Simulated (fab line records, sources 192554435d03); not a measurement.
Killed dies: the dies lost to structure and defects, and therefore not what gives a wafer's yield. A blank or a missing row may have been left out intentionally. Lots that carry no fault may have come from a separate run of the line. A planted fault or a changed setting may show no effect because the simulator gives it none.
Which tool is to blame? :: flow n5_finfet :: 9 lots with 27 wafers sampled at 6 steps, on a route of 1938 steps

WHAT THE GAUGES SHOWED, per wafer
N5_BEOL_M4_RC_MEAS_101.
lot: L366
measured: day 8 01:22
on: prober-02
DIBL_N (mV/V): 36.7 36.4 33.9
DIBL_P (mV/V): 37.2 37.7 34.4
IOFF_N (nA/um): 0.17 0.16 0.13
IOFF_P (nA/um): 0.23 0.23 0.18
ION_N (uA/um): 665 687 668
ION_P (uA/um): 465 468 465
SS_N (mV/dec): 71.8 72.2 71.1
SS_P (mV/dec): 73.2 73.8 72.9
VT_N (mV): 250 250 252
VT_P (mV): -248 -247 -250

lot: L368
measured: day 8 15:17
on: prober-02
DIBL_N (mV/V): 38.1 34.9 36.7
DIBL_P (mV/V): 38.5 35.8 37.3
IOFF_N (nA/um): 0.19 0.14 0.17
IOFF_P (nA/um): 0.23 0.19 0.21
ION_N (uA/um): 682 657 676
ION_P (uA/um): 462 450 462
SS_N (mV/dec): 72.5 71.9 71.4
SS_P (mV/dec): 73.5 72.8 73.5
VT_N (mV): 248 253 250
VT_P (mV): -250 -253 -253

lot: L372
measured: day 9 11:34
on: prober-02
DIBL_N (mV/V): 36.8 35.1 36.4
DIBL_P (mV/V): 38.0 37.1 37.7
IOFF_N (nA/um): 0.17 0.14 0.16
IOFF_P (nA/um): 0.21 0.18 0.20
ION_N (uA/um): 669 669 672
ION_P (uA/um): 454 451 450
SS_N (mV/dec): 72.3 71.1 71.1
SS_P (mV/dec): 73.7 72.7 73.2
VT_N (mV): 248 251 246
VT_P (mV): -254 -251 -253

lot: L374
measured: day 9 16:11
on: prober-02
DIBL_N (mV/V): 35.6 33.9 34.7
DIBL_P (mV/V): 36.2 33.8 35.1
IOFF_N (nA/um): 0.16 0.12 0.14
IOFF_P (nA/um): 0.19 0.15 0.17
ION_N (uA/um): 684 671 676
ION_P (uA/um): 463 455 463
SS_N (mV/dec): 71.6 71.2 71.1
SS_P (mV/dec): 73.1 73.2 73.2
VT_N (mV): 248 253 249
VT_P (mV): -250 -254 -253

lot: L379
measured: day 11 07:01
on: prober-02
DIBL_N (mV/V): 38.6 34.5 37.6
DIBL_P (mV/V): 41.4 36.3 40.2
IOFF_N (nA/um): 0.21 0.13 0.18
IOFF_P (nA/um): 0.26 0.18 0.23
ION_N (uA/um): 679 668 681
ION_P (uA/um): 467 460 464
SS_N (mV/dec): 72.2 71.0 71.9
SS_P (mV/dec): 74.4 72.3 73.9
VT_N (mV): 246 253 247
VT_P (mV): -249 -252 -254

lot: L383
measured: day 12 03:40
on: prober-01
DIBL_N (mV/V): 34.6 36.3 36.0
DIBL_P (mV/V): 34.0 37.4 36.6
IOFF_N (nA/um): 0.14 0.16 0.15
IOFF_P (nA/um): 0.15 0.19 0.17
ION_N (uA/um): 679 667 680
ION_P (uA/um): 461 451 455
SS_N (mV/dec): 70.6 71.6 72.1
SS_P (mV/dec): 73.0 73.7 73.5
VT_N (mV): 249 250 250
VT_P (mV): -256 -254 -256

lot: L384
measured: day 12 18:07
on: prober-02
DIBL_N (mV/V): 36.1 34.3 35.9
DIBL_P (mV/V): 38.3 35.7 37.9
IOFF_N (nA/um): 0.17 0.14 0.17
IOFF_P (nA/um): 0.23 0.19 0.22
ION_N (uA/um): 681 670 683
ION_P (uA/um): 468 466 465
SS_N (mV/dec): 71.4 70.0 70.7
SS_P (mV/dec): 73.1 73.2 73.0
VT_N (mV): 244 251 248
VT_P (mV): -250 -252 -250

lot: L385
measured: day 12 22:44
on: prober-02
DIBL_N (mV/V): 36.8 36.7 37.9
DIBL_P (mV/V): 36.1 35.8 37.3
IOFF_N (nA/um): 0.13 0.15 0.15
IOFF_P (nA/um): 0.19 0.18 0.20
ION_N (uA/um): 656 683 671
ION_P (uA/um): 448 457 461
SS_N (mV/dec): 71.4 71.7 71.1
SS_P (mV/dec): 72.4 72.7 73.7
VT_N (mV): 253 252 250
VT_P (mV): -255 -256 -252

lot: L388
measured: day 13 08:45
on: prober-02
DIBL_N (mV/V): 37.0 35.7 37.2
DIBL_P (mV/V): 35.9 34.2 37.3
IOFF_N (nA/um): 0.16 0.13 0.17
IOFF_P (nA/um): 0.21 0.19 0.23
ION_N (uA/um): 680 666 684
ION_P (uA/um): 465 460 469
SS_N (mV/dec): 71.2 69.8 71.0
SS_P (mV/dec): 72.9 72.2 73.9
VT_N (mV): 249 254 249
VT_P (mV): -253 -250 -247

N5_BEOL_M11_OCD_MEAS_38.
lot: L366
measured: day 10 13:02
on: ocd-01
trench_depth_nm (nm): 148.2 148.8 144.7

lot: L368
measured: day 10 23:19
on: ocd-01
trench_depth_nm (nm): 148.2 149.1 144.5

lot: L372
measured: day 11 18:07
on: ocd-02
trench_depth_nm (nm): 146.6 149.7 146.7

lot: L374
measured: day 11 20:24
on: ocd-01
trench_depth_nm (nm): 148.1 153.2 149.2

lot: L379
measured: day 13 11:11
on: ocd-02
trench_depth_nm (nm): 146.3 147.7 144.9

lot: L383
measured: day 14 16:58
on: ocd-02
trench_depth_nm (nm): - - -

lot: L384
measured: day 15 05:52
on: ocd-02
trench_depth_nm (nm): - - -

lot: L385
measured: day 15 08:29
on: ocd-01
trench_depth_nm (nm): - - -

lot: L388
measured: day 16 02:43
on: ocd-02
trench_depth_nm (nm): 149.2 148.9 148.1

WHAT TOOL EACH LOT RAN ON (gives the tool, then ch and the chambers of the sampled wafers, and finally the start)
lot: L366
N5_BEOL_M10_STRIP_77: rie_diel-04 ch 1,2,3, day 10 06:28 or earlier
N5_BEOL_M10_ALD_74: ald_metal-01 ch 1,3, day 10 06:28
N5_BEOL_M10_ANNEAL_51: rtp_anneal-02 ch 0, day 10 07:14
N5_BEOL_M11_ILD_DEP_00: pecvd-04 ch 0, day 10 08:09

lot: L368
N5_BEOL_M10_STRIP_77: rie_diel-05 ch 1,2, day 10 16:36 or earlier
N5_BEOL_M10_ALD_74: ald_metal-01 ch 1,2, day 10 16:36
N5_BEOL_M10_ANNEAL_51: rtp_anneal-01 ch 0, day 10 18:02
N5_BEOL_M11_ILD_DEP_00: pecvd-01 ch 0,1,2, day 10 19:04

lot: L372
N5_BEOL_M10_STRIP_77: rie_diel-04 ch 0,2,3, day 11 12:04 or earlier
N5_BEOL_M10_ALD_74: ald_metal-04 ch 0,1,2, day 11 12:04
N5_BEOL_M10_ANNEAL_51: rtp_anneal-02 ch 0, day 11 13:23
N5_BEOL_M11_ILD_DEP_00: pecvd-01 ch 0,1,2, day 11 14:08

lot: L374
N5_BEOL_M10_STRIP_77: rie_diel-06 ch 0,1, day 11 15:07 or earlier
N5_BEOL_M10_ALD_74: ald_metal-01 ch 0,1,3, day 11 15:07
N5_BEOL_M10_ANNEAL_51: rtp_anneal-02 ch 0, day 11 15:58
N5_BEOL_M11_ILD_DEP_00: pecvd-02 ch 0,1, day 11 16:46

lot: L379
N5_BEOL_M10_STRIP_77: rie_diel-04 ch 1,2,3, day 13 04:16 or earlier
N5_BEOL_M10_ALD_74: ald_metal-04 ch 1,2,3, day 13 04:16
N5_BEOL_M10_ANNEAL_51: rtp_anneal-01 ch 0, day 13 05:28
N5_BEOL_M11_ILD_DEP_00: pecvd-01 ch 1,2, day 13 06:11

lot: L383
N5_BEOL_M10_STRIP_77: rie_diel-04 ch 0,2, day 14 09:47 or earlier
N5_BEOL_M10_ALD_74: ald_metal-01 ch 0,3, day 14 09:47
N5_BEOL_M10_ANNEAL_51: rtp_anneal-02 ch 0, day 14 10:58
N5_BEOL_M11_ILD_DEP_00: pecvd-01 ch 0,1,2, day 14 11:46

lot: L384
N5_BEOL_M10_STRIP_77: rie_diel-06 ch 0,2, day 14 21:48 or earlier
N5_BEOL_M10_ALD_74: ald_metal-02 ch 0,3, day 14 21:48
N5_BEOL_M10_ANNEAL_51: rtp_anneal-01 ch 0, day 14 23:56
N5_BEOL_M11_ILD_DEP_00: pecvd-04 ch 0,1, day 15 00:40

lot: L385
N5_BEOL_M10_STRIP_77: rie_diel-05 ch 0,1,2, day 15 00:52 or earlier
N5_BEOL_M10_ALD_74: ald_metal-04 ch 1,2,3, day 15 00:52
N5_BEOL_M10_ANNEAL_51: rtp_anneal-01 ch 0, day 15 03:17
N5_BEOL_M11_ILD_DEP_00: pecvd-02 ch 0,1,2, day 15 04:04

lot: L388
N5_BEOL_M10_STRIP_77: rie_diel-06 ch 0,2,3, day 15 16:47 or earlier
N5_BEOL_M10_ALD_74: ald_metal-02 ch 0,2, day 15 16:47
N5_BEOL_M10_ANNEAL_51: rtp_anneal-02 ch 0, day 15 17:30
N5_BEOL_M11_ILD_DEP_00: pecvd-04 ch 0,1,2, day 15 18:34
- N5_BEOL_M10_STRIP_77: strips in N2/H2, time 10 s.
- N5_BEOL_M10_ALD_74: deposits TaN, target thk 2 nm, pulse time 2 s, purge time 3 s.
- N5_BEOL_M10_ANNEAL_51: time 90 s.
- N5_BEOL_M11_ILD_DEP_00: deposits SiCOH lowk from DEMS/porogen, target thk 308.51 nm, time 58 s.

WHAT THE TOOLS THEMSELVES READ (means of the sampled wafers that have a number; where no wafer has one, the mark that the record gives instead)
N5_BEOL_M10_STRIP_77.
lot: L366
tool: rie_diel-04
drypump_motor_current_A (A): 5.7
oes_product_au (a.u.): 0.77
rf_vpp_V (V): 59.0
showerhead_plenum_p_Torr (Torr): 2.48
throttle_valve_pct (%): 23.70

lot: L368
tool: rie_diel-05
drypump_motor_current_A (A): 5.3
oes_product_au (a.u.): 0.85
rf_vpp_V (V): 59.3
showerhead_plenum_p_Torr (Torr): 2.62
throttle_valve_pct (%): 23.59

lot: L372
tool: rie_diel-04
drypump_motor_current_A (A): 5.7
oes_product_au (a.u.): 0.74
rf_vpp_V (V): 59.7
showerhead_plenum_p_Torr (Torr): 2.53
throttle_valve_pct (%): 23.85

lot: L374
tool: rie_diel-06
drypump_motor_current_A (A): 5.1
oes_product_au (a.u.): 0.73
rf_vpp_V (V): 58.6
showerhead_plenum_p_Torr (Torr): 2.44
throttle_valve_pct (%): 23.61

lot: L379
tool: rie_diel-04
drypump_motor_current_A (A): 5.8
oes_product_au (a.u.): 0.76
rf_vpp_V (V): 58.1
showerhead_plenum_p_Torr (Torr): 2.47
throttle_valve_pct (%): 23.74

lot: L383
tool: rie_diel-04
drypump_motor_current_A (A): 6.1
oes_product_au (a.u.): 0.86
rf_vpp_V (V): 58.3
showerhead_plenum_p_Torr (Torr): 2.50
throttle_valve_pct (%): 23.80

lot: L384
tool: rie_diel-06
drypump_motor_current_A (A): 5.0
oes_product_au (a.u.): 0.70
rf_vpp_V (V): 58.7
showerhead_plenum_p_Torr (Torr): 2.43
throttle_valve_pct (%): 23.54

lot: L385
tool: rie_diel-05
drypump_motor_current_A (A): 5.5
oes_product_au (a.u.): 0.78
rf_vpp_V (V): 59.4
showerhead_plenum_p_Torr (Torr): 2.58
throttle_valve_pct (%): 23.70

lot: L388
tool: rie_diel-06
drypump_motor_current_A (A): 5.0
oes_product_au (a.u.): 0.75
rf_vpp_V (V): 58.7
showerhead_plenum_p_Torr (Torr): 2.53
throttle_valve_pct (%): 23.77

N5_BEOL_M10_ALD_74.
lot: L366
tool: ald_metal-01
heater_power_w (W): 468

lot: L368
tool: ald_metal-01
heater_power_w (W): 407

lot: L372
tool: ald_metal-04
heater_power_w (W): 477

lot: L374
tool: ald_metal-01
heater_power_w (W): 447

lot: L379
tool: ald_metal-04
heater_power_w (W): 423

lot: L383
tool: ald_metal-01
heater_power_w (W): 453

lot: L384
tool: ald_metal-02
heater_power_w (W): 443

lot: L385
tool: ald_metal-04
heater_power_w (W): 423

lot: L388
tool: ald_metal-02
heater_power_w (W): 450

N5_BEOL_M10_ANNEAL_51.
lot: L366
tool: rtp_anneal-02
wafer_temp_C_max: 226.45

lot: L368
tool: rtp_anneal-01
wafer_temp_C_max: 226.09

lot: L372
tool: rtp_anneal-02
wafer_temp_C_max: 226.43

lot: L374
tool: rtp_anneal-02
wafer_temp_C_max: 226.13

lot: L379
tool: rtp_anneal-01
wafer_temp_C_max: 226.10

lot: L383
tool: rtp_anneal-02
wafer_temp_C_max: 226.45

lot: L384
tool: rtp_anneal-01
wafer_temp_C_max: 225.93

lot: L385
tool: rtp_anneal-01
wafer_temp_C_max: 225.82

lot: L388
tool: rtp_anneal-02
wafer_temp_C_max: 226.36

N5_BEOL_M11_ILD_DEP_00.
lot: L366
tool: pecvd-04
chamber_pressure_Torr (Torr): 4.999
heater_power_outer_w (W): 119
heater_power_w (W): 274
showerhead_plenum_p_Torr (Torr): 5.728
showerhead_vpp_V (V): 1363
throttle_valve_pct (%): 14.0

lot: L368
tool: pecvd-01
chamber_pressure_Torr (Torr): 4.985
heater_power_outer_w (W): 143
heater_power_w (W): 306
showerhead_plenum_p_Torr (Torr): 5.741
showerhead_vpp_V (V): 1301
throttle_valve_pct (%): 14.0

lot: L372
tool: pecvd-01
chamber_pressure_Torr (Torr): 4.999
heater_power_outer_w (W): 144
heater_power_w (W): 300
showerhead_plenum_p_Torr (Torr): 5.738
showerhead_vpp_V (V): 1279
throttle_valve_pct (%): 13.9

lot: L374
tool: pecvd-02
chamber_pressure_Torr (Torr): 5.011
heater_power_outer_w (W): 157
heater_power_w (W): 325
showerhead_plenum_p_Torr (Torr): 5.745
showerhead_vpp_V (V): 1377
throttle_valve_pct (%): 13.6

lot: L379
tool: pecvd-01
chamber_pressure_Torr (Torr): 5.004
heater_power_outer_w (W): 171
heater_power_w (W): 333
showerhead_plenum_p_Torr (Torr): 5.737
showerhead_vpp_V (V): 1295
throttle_valve_pct (%): 13.9

lot: L383
tool: pecvd-01
chamber_pressure_Torr (Torr): -
heater_power_outer_w (W): -
heater_power_w (W): -
showerhead_plenum_p_Torr (Torr): -
showerhead_vpp_V (V): -
throttle_valve_pct (%): -

lot: L384
tool: pecvd-04
chamber_pressure_Torr (Torr): -
heater_power_outer_w (W): -
heater_power_w (W): -
showerhead_plenum_p_Torr (Torr): -
showerhead_vpp_V (V): -
throttle_valve_pct (%): -

lot: L385
tool: pecvd-02
chamber_pressure_Torr (Torr): -
heater_power_outer_w (W): -
heater_power_w (W): -
showerhead_plenum_p_Torr (Torr): -
showerhead_vpp_V (V): -
throttle_valve_pct (%): -

lot: L388
tool: pecvd-04
chamber_pressure_Torr (Torr): 5.011
heater_power_outer_w (W): 152
heater_power_w (W): 295
showerhead_plenum_p_Torr (Torr): 5.739
showerhead_vpp_V (V): 1431
throttle_valve_pct (%): 13.8

THE ANSWER, worked out from the rows above alone
Rule: what is usual is taken from the lots themselves. Put in order of their means at a reading, lots are off if they are a third of the lots or fewer, leave a main group of 4 or more, and stand apart from it by a gap of 3 or more times the standard deviation of the main group's means; of several such gaps the widest counts. The tables above print the reading to a certain number of digits; a main group whose means all agree to those digits is not used. Also off: a lot with no number at a reading for which 4 or more lots have one. The other lots that the step has rows for count as sound. The gauges are gone through in route order, then the tools' own readings, and for those a lot's mean is taken as printed above. At the first step where some lot is off, the reading lying furthest off is the one used; lots without a number count as furthest.
Off: L383, L384, L385, at N5_BEOL_M11_OCD_MEAS_38 (trench_depth_nm). Without a number there: L383, L384, L385. Mean 147.9 nm and standard deviation 1.2 in the main group.
If a tool, at a process step before that reading, ran all the lots that are off and no sound lot after the first of them, it fits. The gauges at N5_BEOL_M11_OCD_MEAS_38 aren't tried: what is off there is off at N5_BEOL_M11_ILD_DEP_00 too, on other tools, and a gauge's error can't cause that. N5_BEOL_M10_STRIP_77 gives no start for some lots, so the hours and the order of its lots are those of N5_BEOL_M10_ALD_74. No candidate that was tried fits.

WHAT THE SIMULATOR HAD PUT IN
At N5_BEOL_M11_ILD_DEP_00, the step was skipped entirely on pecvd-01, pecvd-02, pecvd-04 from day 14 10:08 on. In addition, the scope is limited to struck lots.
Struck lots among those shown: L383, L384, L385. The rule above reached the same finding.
